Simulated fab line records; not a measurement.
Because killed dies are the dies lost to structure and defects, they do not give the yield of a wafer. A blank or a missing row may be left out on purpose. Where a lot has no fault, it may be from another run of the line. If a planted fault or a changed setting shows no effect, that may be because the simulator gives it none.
fab line records	flow n5-finfet
record lots=24	wafers=72	last-day=19
route steps=1938 shown BEOL_M5@1126
lots that met no fault: from a run of the same line without faults
start-h: hours from the record's first day to the start of the lot's first wafer shown	wait-h: hours since the lot's step before	" unchanged from the row above	L1.1+2: a row that stands for several wafers	- no value, or no start given	* or withheld: withheld	< > ~ a bound
route shown NAME@n: a module of which the file shows steps, and the number in the route of the first	usual: the fault-free wafers' mean and standard deviation	same: alike in all rows	chamber/n: place in a boat	sites: per-site readings	_std_site: the values' standard deviation	_edge_site: inner sites' mean taken away from outer sites' mean	radius-mm: for every site, how far away it sits from the centre of the wafer	mask NAME#n: copy n	behind: the tool/chamber that last shaped the wafer	hold: why the lot went on hold/how many hours it stayed there/how the hold came to an end	device: the transistor (n, p or np) that didn't switch	end of line: the tests these same wafers got at the end of their route	where a step has no rows: the recipe by itself	killed: dies that structure and defects cost at the first sort, which is not the same as the wafer's yield	map: shows each die of a wafer: x if killed, . if not, _ if none is there
set.NAME: the setting the step ran with; set.NAME@STEP: the setting that earlier step ran with	model.NAME: the simulator's own value behind a step, which no gauge read
steps of the route over a sample of lots; a table a step, a row a wafer
services: the hour from which a tool's chamber was out of use, counted from the record's first day as start-h (under 0 if before that day), plus the number of hours and why
## steps
# step N5_BEOL_M5_CD_MEAS_11
# recipe target-cd-nm=27.74	landing-energy-ev=500	detector=se-inlens
# usual cd-nm=28.05/0.23
lot.wafer	tool	chamber	start-h	wait-h	cd-nm
L074.4	cd-sem-02	0	188.66	-	28.40
L074.5	"	0	"	"	27.79
L074.6	"	0	"	"	28.45
L075.1	cd-sem-03	0	204.72	-	27.61
L075.2	"	0	"	"	27.34
L075.4	"	0	"	"	28.01
L076.1	cd-sem-02	0	207.91	-	27.96
L076.3	"	0	"	"	27.85
L076.4	"	0	"	"	27.77
L077.1	cd-sem-01	0	211.46	-	27.88
L077.2	"	0	"	"	28.18
L077.3	"	0	"	"	28.01
L078.2	cd-sem-02	0	215.26	-	27.47
L078.4	"	0	"	"	28.19
L078.5	"	0	"	"	27.85
L080.1	cd-sem-03	0	224.71	-	28.07
L080.2	"	0	"	"	27.92
L080.6	"	0	"	"	28.14
L081.1	cd-sem-02	0	232.28	-	28.14
L081.3	"	0	"	"	28.29
L081.4	"	0	"	"	28.35
L079.2	cd-sem-01	0	242.14	-	28.12
L079.3	"	0	"	"	27.79
L079.6	"	0	"	"	28.22
L082.2	cd-sem-03	0	247.53	-	28.12
L082.3	"	0	"	"	28.10
L082.4	"	0	"	"	28.16
L083.1	cd-sem-01	0	251.34	-	28.33
L083.4	"	0	"	"	28.06
L083.6	"	0	"	"	28.25
L084.3	cd-sem-01	0	258.63	-	27.85
L084.5	"	0	"	"	28.43
L084.6	"	0	"	"	28.24
L087.1	cd-sem-01	0	263.01	-	27.87
L087.3	"	0	"	"	28.17
L087.6	"	0	"	"	28.04
L088.2	cd-sem-02	0	275.49	-	28.23
L088.4	"	0	"	"	28.14
L088.6	"	0	"	"	28.02
L085.4	cd-sem-02	0	275.98	-	27.78
L085.5	"	0	"	"	28.14
L085.6	"	0	"	"	27.99
L089.1	cd-sem-02	0	279.68	-	28.04
L089.4	"	0	"	"	28.05
L089.6	"	0	"	"	27.99
L086.1	cd-sem-02	0	281.76	-	27.76
L086.4	"	0	"	"	27.95
L086.5	"	0	"	"	27.86
L091.4	cd-sem-01	0	285.39	-	28.17
L091.5	"	0	"	"	27.84
L091.6	"	0	"	"	28.05
L090.2	cd-sem-03	0	305.70	-	27.98
L090.3	"	0	"	"	28.08
L090.4	"	0	"	"	27.92
L092.1	cd-sem-03	0	308.60	-	28.02
L092.2	"	0	"	"	28.12
L092.5	"	0	"	"	28.01
L093.2	cd-sem-03	0	314.11	-	28.31
L093.4	"	0	"	"	27.93
L093.5	"	0	"	"	28.37
L095.2	cd-sem-01	0	314.49	-	27.94
L095.3	"	0	"	"	27.90
L095.6	"	0	"	"	27.76
L094.2	cd-sem-02	0	331.42	-	28.06
L094.4	"	0	"	"	27.97
L094.5	"	0	"	"	28.06
L096.3	cd-sem-01	0	342.06	-	27.94
L096.4	"	0	"	"	27.94
L096.6	"	0	"	"	28.34
L097.3	cd-sem-01	0	342.86	-	28.26
L097.4	"	0	"	"	27.95
L097.5	"	0	"	"	28.20
# step N5_BEOL_M5_DESCUM_16
# recipe chemistry=O2	time-s=7	source-power-w=50	bias-power-w=20	pressure-mtorr=20	rf-frequency-hz=2.712e+07	temp-c=40	resist=CAR-EUV	o2-flow-sccm=225
# usual drypump-motor-current-A=6.0/0.38	oes-product-au=0.78/0.084	rf-vpp-V=243.2/1.4	showerhead-plenum-p-Torr=2.10/0.076	throttle-valve-pct=20.53/0.25
lot.wafer	tool	chamber	start-h	wait-h	drypump-motor-current-A	oes-product-au	rf-hours-counter-h	rf-vpp-V	showerhead-plenum-p-Torr	throttle-valve-pct
L074.4	rie-diel-06	2	188.78	0.0	6.2	0.70	220	242.9	2.16	20.78
L074.5	"	3	"	"	6.2	0.78	-	243.8	2.10	20.66
L074.6	"	0	"	"	6.1	0.77	-	242.8	2.10	20.65
L075.1	rie-diel-04	3	205.15	0.3	6.4	0.77	142	240.0	1.93	20.62
L075.2	"	2	"	"	6.2	0.97	6	241.3	2.06	20.07
L075.4	"	1	"	"	5.3	0.79	130	242.0	2.02	20.29
L076.1	rie-diel-06	1	208.28	0.0	6.2	0.89	28	242.9	2.14	20.68
L076.3	"	3	"	"	6.2	0.77	143	243.6	2.10	20.68
L076.4	"	2	"	"	6.2	0.69	225	243.4	2.16	20.77
L077.1	rie-diel-06	0	211.58	0.0	6.1	0.77	154	243.6	2.10	20.70
L077.2	"	3	"	"	6.2	0.78	144	242.1	2.10	20.68
L077.3	"	2	"	"	6.2	0.68	226	242.5	2.16	20.77
L078.2	rie-diel-05	3	215.38	0.0	5.7	0.98	2	245.0	2.23	20.01
L078.4	"	2	"	"	5.1	0.82	106	243.7	2.11	20.58
L078.5	"	1	"	"	5.6	0.73	-	245.6	2.16	20.25
L080.1	rie-diel-05	1	224.86	0.1	5.6	0.72	201	243.7	2.16	20.26
L080.2	"	3	"	"	5.7	0.95	5	245.5	2.23	20.01
L080.6	"	3	"	"	5.7	0.94	-	244.3	2.23	20.01
L081.1	rie-diel-06	0	232.41	0.0	6.1	0.76	158	243.0	2.10	20.67
L081.3	"	1	"	"	6.2	0.87	34	243.4	2.14	20.68
L081.4	"	3	"	"	6.2	0.77	149	243.7	2.10	20.68
L079.2	rie-diel-06	2	242.31	0.1	6.2	0.68	235	243.9	2.15	20.79
L079.3	"	0	"	"	6.1	0.76	162	242.6	2.10	20.69
L079.6	"	3	"	"	6.2	0.76	-	243.1	2.10	20.70
L082.2	rie-diel-05	2	247.65	0.0	5.1	0.80	117	243.1	2.10	20.59
L082.3	"	1	"	"	5.6	0.71	208	243.9	2.16	20.26
L082.4	"	3	"	"	5.7	0.92	12	245.2	2.23	20.03
L083.1	rie-diel-04	3	251.59	0.2	6.4	0.76	157	240.8	1.92	20.64
L083.4	"	3	"	"	6.5	0.77	-	240.4	1.92	20.65
L083.6	"	2	"	"	6.2	0.94	-	243.2	2.06	20.09
L084.3	rie-diel-06	2	258.75	0.0	6.2	0.68	240	243.2	2.15	20.79
L084.5	"	1	"	"	6.2	0.86	-	244.6	2.13	20.69
L084.6	"	0	"	"	6.1	0.75	-	242.6	2.09	20.70
L087.1	rie-diel-06	0	263.13	0.0	6.1	0.75	169	244.3	2.09	20.70
L087.3	"	1	"	"	6.2	0.87	45	244.1	2.13	20.69
L087.6	"	1	"	"	6.2	0.86	-	243.9	2.13	20.70
L088.2	rie-diel-05	0	275.93	0.4	6.0	0.69	218	244.2	2.15	20.76
L088.4	"	1	"	"	5.6	0.71	218	244.9	2.16	20.29
L088.6	"	3	"	"	5.8	0.90	-	245.4	2.22	20.05
L085.4	rie-diel-06	3	276.51	0.4	6.2	0.76	165	244.4	2.09	20.68
L085.5	"	2	"	"	6.2	0.67	-	243.6	2.15	20.79
L085.6	"	1	"	"	6.2	0.85	-	243.8	2.13	20.72
L089.1	rie-diel-06	0	279.80	0.0	6.1	0.74	175	243.1	2.09	20.71
L089.4	"	1	"	"	6.2	0.85	51	243.5	2.13	20.70
L089.6	"	2	"	"	6.2	0.67	-	244.1	2.15	20.81
L086.1	rie-diel-05	3	281.88	0.0	5.7	0.89	23	246.1	2.22	20.03
L086.4	"	2	"	"	5.1	0.79	128	242.7	2.10	20.61
L086.5	"	2	"	"	5.1	0.79	-	243.7	2.10	20.61
L091.4	rie-diel-04	2	285.60	0.1	6.2	0.92	33	242.2	2.05	20.11
L091.5	"	3	"	"	6.4	0.75	-	240.9	1.92	20.67
L091.6	"	2	"	"	6.3	0.91	-	241.5	2.05	20.12
L090.2	rie-diel-05	2	305.82	0.0	5.1	0.78	135	243.9	2.10	20.63
L090.3	"	0	"	"	5.9	0.69	226	245.4	2.15	20.79
L090.4	"	1	"	"	5.6	0.69	225	242.9	2.15	20.29
L092.1	rie-diel-04	2	308.90	0.2	6.2	0.90	40	243.0	2.05	20.13
L092.2	"	1	"	"	5.2	0.76	158	241.0	2.01	20.34
L092.5	"	0	"	"	5.9	0.73	-	241.5	2.00	20.28
L093.2	rie-diel-06	2	314.46	0.3	6.2	1.02	4	243.2	2.15	20.41
L093.4	"	2	"	"	6.1	1.01	-	243.0	2.15	20.41
L093.5	"	3	"	"	6.2	0.75	-	243.0	2.09	20.72
L095.2	rie-diel-05	1	314.80	0.2	5.6	0.70	228	243.2	2.15	20.30
L095.3	"	3	"	"	5.7	0.88	34	245.1	2.22	20.06
L095.6	"	2	"	"	5.1	0.78	-	244.2	2.09	20.63
L094.2	rie-diel-04	2	331.55	0.0	6.3	0.88	47	244.3	2.05	20.14
L094.4	"	0	"	"	5.9	0.72	198	241.0	2.00	20.30
L094.5	"	2	"	"	6.2	0.88	-	242.4	2.05	20.13
L096.3	rie-diel-04	2	342.36	0.2	6.2	0.87	50	242.0	2.05	20.16
L096.4	"	3	"	"	6.4	0.73	187	238.8	1.91	20.68
L096.6	"	3	"	"	6.4	0.73	-	240.3	1.91	20.70
L097.3	rie-diel-06	2	342.98	0.0	6.2	0.98	13	243.7	2.14	20.42
L097.4	"	0	"	"	6.1	0.73	197	242.5	2.08	20.75
L097.5	"	1	"	"	6.2	0.83	-	244.7	2.12	20.74
# step N5_BEOL_M5_ETCH_62
# recipe chemistry=N2/H2	target=SOC	target-depth-a=750	overetch-a=150	mask-material=SiARC	temp-c=40	time-s=112.5	ion-energy-ev=200	pressure-mtorr=30	source-w=840	bias-w=150	n2-flow-sccm=200	h2-flow-sccm=200
# usual drypump-motor-current-A=6.0/0.37	oes-product-au=0.62/0.062	rf-vpp-V=524.1/2.7	showerhead-plenum-p-Torr=2.55/0.094	throttle-valve-pct=17.94/0.27
lot.wafer	tool	chamber	start-h	wait-h	drypump-motor-current-A	oes-product-au	rf-hours-counter-h	rf-vpp-V	showerhead-plenum-p-Torr	throttle-valve-pct
L074.4	rie-diel-06	2	188.86	0.0	6.1	0.56	220	525.7	2.62	18.18
L074.5	"	3	"	"	6.2	0.61	-	523.5	2.55	17.98
L074.6	"	0	"	"	6.1	0.60	-	524.0	2.54	17.97
L075.1	rie-diel-04	3	205.23	0.0	6.4	0.60	142	518.5	2.35	18.12
L075.2	"	2	"	"	6.3	0.77	6	524.2	2.50	17.51
L075.4	"	1	"	"	5.3	0.62	130	521.7	2.44	17.57
L076.1	rie-diel-06	1	208.36	0.0	6.2	0.70	29	523.9	2.61	18.09
L076.3	"	3	"	"	6.2	0.61	143	523.2	2.55	17.99
L076.4	"	2	"	"	6.2	0.55	225	527.1	2.62	18.20
L077.1	rie-diel-06	0	211.66	0.0	6.1	0.60	154	525.2	2.54	18.00
L077.2	"	3	"	"	6.2	0.62	144	524.4	2.55	18.00
L077.3	"	2	"	"	6.2	0.54	226	526.6	2.62	18.18
L078.2	rie-diel-05	3	215.46	0.0	5.8	0.77	2	528.6	2.71	17.35
L078.4	"	2	"	"	5.1	0.64	106	524.8	2.57	18.11
L078.5	"	1	"	"	5.6	0.57	-	525.9	2.64	17.74
L080.1	rie-diel-05	1	224.94	0.0	5.6	0.56	201	527.1	2.64	17.75
L080.2	"	3	"	"	5.7	0.75	5	528.7	2.71	17.35
L080.6	"	3	"	"	5.7	0.75	-	529.5	2.71	17.33
L081.1	rie-diel-06	0	232.49	0.0	6.1	0.60	158	523.8	2.54	17.99
L081.3	"	1	"	"	6.2	0.69	34	524.6	2.60	18.10
L081.4	"	3	"	"	6.2	0.61	149	523.3	2.54	18.01
L079.2	rie-diel-06	2	242.39	0.0	6.2	0.54	235	526.1	2.62	18.21
L079.3	"	0	"	"	6.2	0.59	162	524.2	2.54	18.00
L079.6	"	3	"	"	6.2	0.60	-	522.6	2.54	18.01
L082.2	rie-diel-05	2	247.73	0.0	5.1	0.63	117	524.9	2.57	18.15
L082.3	"	1	"	"	5.6	0.56	208	526.4	2.63	17.77
L082.4	"	3	"	"	5.7	0.74	12	529.2	2.71	17.36
L083.1	rie-diel-04	3	251.67	0.0	6.4	0.60	157	518.4	2.34	18.15
L083.4	"	3	"	"	6.4	0.59	-	518.1	2.34	18.14
L083.6	"	2	"	"	6.3	0.73	-	521.5	2.49	17.54
L084.3	rie-diel-06	2	258.83	0.0	6.2	0.54	241	525.9	2.61	18.22
L084.5	"	1	"	"	6.2	0.68	-	525.8	2.60	18.10
L084.6	"	0	"	"	6.1	0.59	-	524.3	2.54	18.04
L087.1	rie-diel-06	0	263.21	0.0	6.1	0.59	169	523.8	2.54	18.03
L087.3	"	1	"	"	6.2	0.67	45	525.1	2.60	18.10
L087.6	"	1	"	"	6.2	0.68	-	525.8	2.60	18.12
L088.2	rie-diel-05	0	276.01	0.0	5.9	0.56	218	525.5	2.62	18.23
L088.4	"	1	"	"	5.6	0.56	218	526.6	2.63	17.78
L088.6	"	3	"	"	5.7	0.71	-	528.0	2.70	17.36
L085.4	rie-diel-06	3	276.59	0.0	6.2	0.60	165	523.1	2.54	18.04
L085.5	"	2	"	"	6.2	0.55	-	525.7	2.61	18.23
L085.6	"	1	"	"	6.2	0.68	-	525.1	2.60	18.12
L089.1	rie-diel-06	0	279.88	0.0	6.2	0.59	175	524.7	2.53	18.03
L089.4	"	1	"	"	6.2	0.66	51	525.1	2.60	18.14
L089.6	"	2	"	"	6.1	0.54	-	526.8	2.61	18.24
L086.1	rie-diel-05	3	281.96	0.0	5.8	0.71	23	528.3	2.70	17.36
L086.4	"	2	"	"	5.1	0.62	128	524.1	2.56	18.17
L086.5	"	2	"	"	5.1	0.63	-	524.4	2.56	18.16
L091.4	rie-diel-04	2	285.68	0.0	6.2	0.70	33	523.0	2.49	17.58
L091.5	"	3	"	"	6.4	0.59	-	516.9	2.34	18.16
L091.6	"	2	"	"	6.2	0.71	-	522.3	2.49	17.56
L090.2	rie-diel-05	2	305.90	0.0	5.1	0.63	135	523.7	2.56	18.17
L090.3	"	0	"	"	5.9	0.55	226	526.5	2.62	18.23
L090.4	"	1	"	"	5.6	0.56	225	526.6	2.63	17.80
L092.1	rie-diel-04	2	308.98	0.0	6.2	0.70	40	521.9	2.48	17.58
L092.2	"	1	"	"	5.3	0.60	158	520.0	2.43	17.61
L092.5	"	0	"	"	5.9	0.57	-	520.5	2.42	17.69
L093.2	rie-diel-06	2	314.54	0.0	6.1	0.78	4	525.9	2.61	17.79
L093.4	"	2	"	"	6.2	0.79	-	525.9	2.61	17.81
L093.5	"	3	"	"	6.2	0.59	-	524.8	2.53	18.06
L095.2	rie-diel-05	1	314.88	0.0	5.5	0.55	228	525.1	2.63	17.82
L095.3	"	3	"	"	5.8	0.69	34	528.8	2.70	17.39
L095.6	"	2	"	"	5.1	0.62	-	525.3	2.56	18.19
L094.2	rie-diel-04	2	331.63	0.0	6.2	0.69	47	522.1	2.48	17.60
L094.4	"	0	"	"	5.9	0.56	198	519.1	2.42	17.71
L094.5	"	2	"	"	6.3	0.69	-	521.2	2.48	17.59
L096.3	rie-diel-04	2	342.44	0.0	6.2	0.69	50	523.5	2.48	17.61
L096.4	"	3	"	"	6.4	0.58	187	516.5	2.33	18.19
L096.6	"	3	"	"	6.4	0.57	-	518.5	2.33	18.19
L097.3	rie-diel-06	2	343.05	0.0	6.2	0.76	13	525.6	2.61	17.81
L097.4	"	0	"	"	6.1	0.57	197	524.3	2.52	18.06
L097.5	"	1	"	"	6.2	0.65	-	526.2	2.59	18.15
# step N5_BEOL_M5_OVL_MEAS_29
# recipe points-per-wafer=522
# usual V4_OVL=0.2/0.83
lot.wafer	tool	chamber	start-h	wait-h	V4_OVL[nm]
L074.4	overlay-01	0	189.73	0.0	0.1
L074.5	"	0	"	"	0.3
L074.6	"	0	"	"	0.4
L075.1	overlay-02	0	206.52	0.0	0.4
L075.2	"	0	"	"	1.1
L075.4	"	0	"	"	1.1
L076.1	overlay-02	0	210.15	0.0	-0.3
L076.3	"	0	"	"	-1.2
L076.4	"	0	"	"	0.3
L077.1	overlay-02	0	214.23	0.0	0.7
L077.2	"	0	"	"	1.7
L077.3	"	0	"	"	0.6
L078.2	overlay-01	0	216.34	0.0	0.3
L078.4	"	0	"	"	1.1
L078.5	"	0	"	"	1.3
L080.1	overlay-01	0	226.70	0.0	0.0
L080.2	"	0	"	"	-0.1
L080.6	"	0	"	"	0.0
L081.1	overlay-01	0	234.65	0.0	-0.5
L081.3	"	0	"	"	0.2
L081.4	"	0	"	"	1.5
L079.2	overlay-02	0	243.22	0.0	-0.3
L079.3	"	0	"	"	0.6
L079.6	"	0	"	"	-0.8
L082.2	overlay-02	0	250.32	0.0	-0.3
L082.3	"	0	"	"	1.1
L082.4	"	0	"	"	-0.5
L083.1	overlay-02	0	253.61	0.0	-1.1
L083.4	"	0	"	"	-0.7
L083.6	"	0	"	"	-1.7
L084.3	overlay-01	0	259.84	0.0	0.2
L084.5	"	0	"	"	0.0
L084.6	"	0	"	"	-1.0
L087.1	overlay-01	0	266.04	0.0	0.7
L087.3	"	0	"	"	-0.1
L087.6	"	0	"	"	1.6
L088.2	overlay-01	0	278.15	0.0	-0.1
L088.4	"	0	"	"	-1.4
L088.6	"	0	"	"	-0.9
L085.4	overlay-01	0	278.37	0.0	0.4
L085.5	"	0	"	"	1.2
L085.6	"	0	"	"	2.0
L089.1	overlay-02	0	284.43	0.0	-0.2
L089.4	"	0	"	"	0.4
L089.6	"	0	"	"	0.2
L086.1	overlay-01	0	284.51	0.0	-1.6
L086.4	"	0	"	"	0.9
L086.5	"	0	"	"	-0.9
L091.4	overlay-02	0	289.93	0.0	-0.2
L091.5	"	0	"	"	-0.3
L091.6	"	0	"	"	-1.0
L090.2	overlay-02	0	307.31	0.0	0.3
L090.3	"	0	"	"	2.0
L090.4	"	0	"	"	-0.1
L092.1	overlay-02	0	311.49	0.0	0.1
L092.2	"	0	"	"	-0.4
L092.5	"	0	"	"	0.6
L093.2	overlay-01	0	316.52	0.0	1.2
L093.4	"	0	"	"	1.0
L093.5	"	0	"	"	-1.0
L095.2	overlay-02	0	316.57	0.0	0.8
L095.3	"	0	"	"	-0.9
L095.6	"	0	"	"	-0.3
L094.2	overlay-02	0	334.08	0.0	-0.2
L094.4	"	0	"	"	-0.6
L094.5	"	0	"	"	0.0
L096.3	overlay-01	0	344.22	0.0	0.6
L096.4	"	0	"	"	0.9
L096.6	"	0	"	"	0.9
L097.3	overlay-01	0	344.40	0.0	0.4
L097.4	"	0	"	"	0.2
L097.5	"	0	"	"	0.5
# step N5_BEOL_M5_ALD_86
# recipe material=TaN	target-thk-a=*	temp-c=275	ald-precursor-family=PDMAT	ald-co-reactant=NH3	pressure-torr=3	carrier-flow-sccm=1500	pulse-time-s=2	purge-time-s=3	co-reactant-purge-time-s=2	co-reactant-pulse-time-s=3	ald-cycles=30	precursor-vessel-temp-c=75	precursor-vessel-pressure-torr=26.25	precursor-vessel-carrier-sccm=1000
# usual heater-power-w=432/31	mfc-carrier-sccm=1500/4.7
# same ald-cycles=30
lot.wafer	tool	chamber	start-h	wait-h	heater-power-w	mfc-carrier-sccm
L074.4	ald-metal-01	2	190.95	0.1	423	1501
L074.5	"	0	"	"	426	1506
L074.6	"	1	"	"	485	1505
L075.1	ald-metal-04	1	207.74	0.1	396	1494
L075.2	"	0	"	"	428	1501
L075.4	"	2	"	"	448	1493
L076.1	ald-metal-04	3	211.33	0.1	431	1500
L076.3	"	1	"	"	410	1490
L076.4	"	2	"	"	446	1502
L077.1	ald-metal-03	2	215.99	0.0	448	1502
L077.2	"	1	"	"	411	1490
L077.3	"	0	"	"	464	1505
L078.2	ald-metal-04	1	219.66	0.1	407	1504
L078.4	"	2	"	"	460	1503
L078.5	"	0	"	"	430	1506
L080.1	ald-metal-04	1	227.87	0.0	416	1490
L080.2	"	2	"	"	447	1505
L080.6	"	0	"	"	423	1507
L081.1	ald-metal-04	0	236.42	0.1	416	1496
L081.3	"	3	"	"	429	1499
L081.4	"	1	"	"	416	1504
L079.2	ald-metal-03	1	244.89	0.0	419	1498
L079.3	"	3	"	"	350	1505
L079.6	"	2	"	"	441	1498
L082.2	ald-metal-01	1	251.78	0.0	485	1502
L082.3	"	2	"	"	425	1493
L082.4	"	0	"	"	419	1499
L083.1	ald-metal-04	0	255.34	0.0	422	1497
L083.4	"	3	"	"	416	1503
L083.6	"	3	"	"	424	1508
L084.3	ald-metal-04	0	262.14	0.1	418	1501
L084.5	"	3	"	"	431	1493
L084.6	"	0	"	"	425	1495
L087.1	ald-metal-01	0	267.95	0.0	426	1501
L087.3	"	2	"	"	428	1494
L087.6	"	0	"	"	426	1502
L088.2	ald-metal-03	2	280.01	0.0	444	1496
L088.4	"	1	"	"	419	1497
L088.6	"	2	"	"	444	1497
L085.4	ald-metal-03	2	280.48	0.2	450	1499
L085.5	"	3	"	"	342	1501
L085.6	"	0	"	"	468	1494
L089.1	ald-metal-03	1	286.82	0.1	418	1492
L089.4	"	0	"	"	466	1501
L089.6	"	1	"	"	416	1498
L086.1	ald-metal-04	1	287.04	0.1	414	1507
L086.4	"	3	"	"	429	1499
L086.5	"	2	"	"	456	1494
L091.4	ald-metal-01	3	291.66	0.3	464	1500
L091.5	"	1	"	"	483	1504
L091.6	"	2	"	"	432	1505
L090.2	ald-metal-01	0	309.27	0.3	417	1504
L090.3	"	2	"	"	414	1497
L090.4	"	3	"	"	463	1503
L092.1	ald-metal-01	2	313.09	0.0	429	1506
L092.2	"	0	"	"	432	1500
L092.5	"	3	"	"	461	1501
L095.2	ald-metal-01	2	317.79	0.1	424	1498
L095.3	"	3	"	"	470	1496
L095.6	"	0	"	"	433	1501
L093.2	ald-metal-03	2	317.93	0.2	449	1496
L093.4	"	3	"	"	350	1498
L093.5	"	1	"	"	427	1496
L094.2	ald-metal-03	3	335.45	0.1	352	1495
L094.4	"	0	"	"	466	1498
L094.5	"	2	"	"	446	1501
L096.3	ald-metal-04	3	345.70	0.1	424	1499
L096.4	"	1	"	"	409	1505
L096.6	"	3	"	"	417	1504
L097.3	ald-metal-01	2	346.04	0.1	437	1506
L097.4	"	1	"	"	466	1505
L097.5	"	0	"	"	429	1498
# step N5_BEOL_M5_SURFACE_TREAT_87
# recipe gas=Ar	time-s=*	ion-energy-ev=*	ion-current-ma-cm2=0.5	pressure-mtorr=*	ar-flow-sccm=30
# usual throttle-valve-pct=*
lot.wafer	tool	chamber	start-h	wait-h	throttle-valve-pct
L074.4	pvd-sputter-02	-	191.35	0.3	*
L074.5	"	-	"	"	*
L074.6	"	-	"	"	*
L075.1	pvd-sputter-02	-	207.97	0.1	*
L075.2	"	-	"	"	*
L075.4	"	-	"	"	*
L076.1	pvd-sputter-02	-	211.56	0.1	*
L076.3	"	-	"	"	*
L076.4	"	-	"	"	*
L077.1	pvd-sputter-03	-	216.28	0.2	*
L077.2	"	-	"	"	*
L077.3	"	-	"	"	*
L078.2	pvd-sputter-03	-	219.90	0.1	*
L078.4	"	-	"	"	*
L078.5	"	-	"	"	*
L080.1	pvd-sputter-03	-	228.22	0.2	*
L080.2	"	-	"	"	*
L080.6	"	-	"	"	*
L081.1	pvd-sputter-01	-	236.74	0.2	*
L081.3	"	-	"	"	*
L081.4	"	-	"	"	*
L079.2	pvd-sputter-01	-	245.50	0.5	*
L079.3	"	-	"	"	*
L079.6	"	-	"	"	*
L082.2	pvd-sputter-02	-	252.05	0.2	*
L082.3	"	-	"	"	*
L082.4	"	-	"	"	*
L083.1	pvd-sputter-02	-	255.57	0.1	*
L083.4	"	-	"	"	*
L083.6	"	-	"	"	*
L084.3	pvd-sputter-02	-	262.46	0.2	*
L084.5	"	-	"	"	*
L084.6	"	-	"	"	*
L087.1	pvd-sputter-02	-	268.29	0.2	*
L087.3	"	-	"	"	*
L087.6	"	-	"	"	*
L088.2	pvd-sputter-03	-	280.31	0.2	*
L088.4	"	-	"	"	*
L088.6	"	-	"	"	*
L085.4	pvd-sputter-03	-	280.80	0.2	*
L085.5	"	-	"	"	*
L085.6	"	-	"	"	*
L089.1	pvd-sputter-01	-	287.32	0.4	*
L089.4	"	-	"	"	*
L089.6	"	-	"	"	*
L086.1	pvd-sputter-01	-	287.36	0.2	*
L086.4	"	-	"	"	*
L086.5	"	-	"	"	*
L091.4	pvd-sputter-02	-	291.98	0.2	*
L091.5	"	-	"	"	*
L091.6	"	-	"	"	*
L090.2	pvd-sputter-01	-	309.63	0.3	*
L090.3	"	-	"	"	*
L090.4	"	-	"	"	*
L092.1	pvd-sputter-02	-	313.35	0.2	*
L092.2	"	-	"	"	*
L092.5	"	-	"	"	*
L095.2	pvd-sputter-03	-	318.10	0.2	*
L095.3	"	-	"	"	*
L095.6	"	-	"	"	*
L093.2	pvd-sputter-01	-	318.19	0.2	*
L093.4	"	-	"	"	*
L093.5	"	-	"	"	*
L094.2	pvd-sputter-03	-	335.95	0.4	*
L094.4	"	-	"	"	*
L094.5	"	-	"	"	*
L096.3	pvd-sputter-03	-	346.00	0.2	*
L096.4	"	-	"	"	*
L096.6	"	-	"	"	*
L097.3	pvd-sputter-02	-	346.44	0.3	*
L097.4	"	-	"	"	*
L097.5	"	-	"	"	*
## services
tool	chamber	start-h	hours	kind
rie-diel-05	3	169.95	-	clean
rie-diel-05	3	169.95	-	consumable-replace:focus-ring
rie-diel-04	3	179.15	9.9	repair
ald-metal-04	-	187.70	2.8	pm
ald-metal-03	-	189.00	1.2	pm
ald-metal-03	1	200.28	11.7	repair
ald-metal-04	3	203.77	4.2	repair
rie-diel-04	1	246.57	21.8	repair
ald-metal-03	-	247.70	6.0	pm
ald-metal-04	-	250.63	1.1	repair
rie-diel-04	2	259.91	4.9	repair
ald-metal-03	2	262.37	6.3	repair
ald-metal-04	-	275.06	6.0	pm
pvd-sputter-02	-	277.88	6.1	repair
rie-diel-06	2	288.97	-	clean
rie-diel-06	2	288.97	-	consumable-replace:focus-ring
rie-diel-06	2	288.97	15.6	scheduled-down
rie-diel-06	2	288.97	15.6	vent-cycle
pvd-sputter-03	-	298.65	1.0	repair
rie-diel-06	1	310.69	9.2	repair
ald-metal-01	1	315.17	9.7	repair
ald-metal-04	2	328.00	33.1	repair
ald-metal-03	-	337.25	14.0	pm
ald-metal-01	3	345.42	107.5	repair
## key
fault none
